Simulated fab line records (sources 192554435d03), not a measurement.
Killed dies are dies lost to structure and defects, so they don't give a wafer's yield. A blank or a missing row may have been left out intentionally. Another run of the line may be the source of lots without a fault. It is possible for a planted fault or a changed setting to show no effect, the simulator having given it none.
Matching of chambers	flow n5 finfet	4 sister chambers for N5_BEOL_M11_STRIP_67 on rie diel-06
The step strips in CF4. 4 wafers are shown with their chamber, then 9 later ones without.

== WAFERS, EACH WITH ITS CHAMBER ==
wafer	chamber	throttle valve pct (%)
L084.6	3	13.07
L086.1	2	13.72
L086.5	1	13.73
L086.6	0	13.93

== WAFERS MISSING THEIR CHAMBER ==
wafer	throttle valve pct (%)
L088.1	13.74
L088.3	13.72
L088.5	13.09
L090.2	13.10
L090.3	13.73
L090.4	13.99
L093.1	13.98
L093.2	13.73
L093.5	13.98

== THE CHAMBER EACH PASSED THROUGH ==
wafer	from the rows above	in truth
L088.1	can't be placed: 1 or 2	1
L088.3	can't be placed: 2 or 1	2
L088.5	3	3
L090.2	3	3
L090.3	can't be placed: 1 or 2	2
L090.4	0	0
L093.1	0	0
L093.2	can't be placed: 1 or 2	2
L093.5	0	0
5 of 9 placed correctly. From these rows, 4 cannot be placed; in 4 the true chamber is one of the candidates. Placed wrongly: 0.
How it was worked out, from the rows above alone: a wafer's distance from a chamber is the root of the sum, over the readings, of the square of ((its reading less the chamber's mean) divided by the reading's scatter). If the next closest chamber is less than 2 further off than the closest, the wafer can't be placed; otherwise it belongs to the closest. Each chamber's mean is taken over the wafers shown for it. The scatter: with one shown wafer a chamber, the root of the mean of the squares of how far each hidden wafer lies from its nearest shown one.
